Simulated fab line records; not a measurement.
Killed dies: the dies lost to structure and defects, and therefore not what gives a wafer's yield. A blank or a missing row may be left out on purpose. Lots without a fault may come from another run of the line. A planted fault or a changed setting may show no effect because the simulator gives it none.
Matching of chambers ; flow nand harc ; NHARC_P_M1_DEP_33 on pecvd-03 has 3 sister chambers
The step deposits SiCN, target thk 30 nm. 16 wafers are shown with their chamber, then 8 later ones without.

## WAFERS PAIRED WITH THEIR CHAMBERS
wafer;chamber;heater power w (W);heater power outer w (W);rf fwd power W (W)
L081.1;0;611;337;448.3
L081.2;1;545;302;448.1
L081.5;2;574;333;448.3
L082.1;0;619;346;449.1
L082.2;1;513;284;450.0
L082.4;0;615;341;448.3
L083.1;2;495;266;448.2
L083.4;1;528;297;447.9
L083.5;0;639;359;451.4
L084.3;1;541;307;451.2
L084.4;1;548;320;450.1
L084.6;0;581;326;449.5
L086.1;2;538;319;450.2
L086.2;1;469;243;450.7
L086.4;1;460;241;451.4
L090.1;0;617;355;448.2

SIGNATURES (means of the wafers above)
reading;chamber 0;chamber 1;chamber 2;scatter within a chamber
heater power w;613.67;514.86;535.67;31.5
heater power outer w;344.00;284.86;306.00;26.4
rf fwd power W;449.133;449.914;448.900;1.3
Rule: distance of a wafer from a chamber = root of the sum over the readings of ((wafer's reading minus chamber's mean) / reading's scatter) squared. If the next closest chamber is less than 2 further off than the closest, the wafer can't be placed; otherwise it belongs to the closest. The scatter: take each reading less its chamber's mean, square it, sum over the shown wafers, divide by the number of wafers less the number of chambers, and take the root.

## WAFERS WITH NO CHAMBER GIVEN
wafer;heater power w (W);heater power outer w (W);rf fwd power W (W)
L090.2;557;305;449.3
L090.6;538;304;447.2
L093.2;577;339;448.5
L093.5;589;345;450.9
L093.6;539;301;449.6
L097.4;478;265;449.7
L097.5;555;316;448.3
L097.6;612;357;449.1

## CHAMBER TAKEN BY EACH
wafer;from the rows above;in truth
L090.2;can't be placed: 2 or 1 or 0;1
L090.6;can't be placed: 2 or 1 or 0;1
L093.2;can't be placed: 0 or 2 or 1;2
L093.5;can't be placed: 0 or 2 or 1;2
L093.6;can't be placed: 2 or 1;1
L097.4;can't be placed: 1 or 2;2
L097.5;can't be placed: 2 or 1 or 0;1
L097.6;0;0
Placed correctly: 1 of 8. Cannot be placed on the basis of these rows: 7; the candidates contain the true chamber in 7. Wrongly placed: 0.
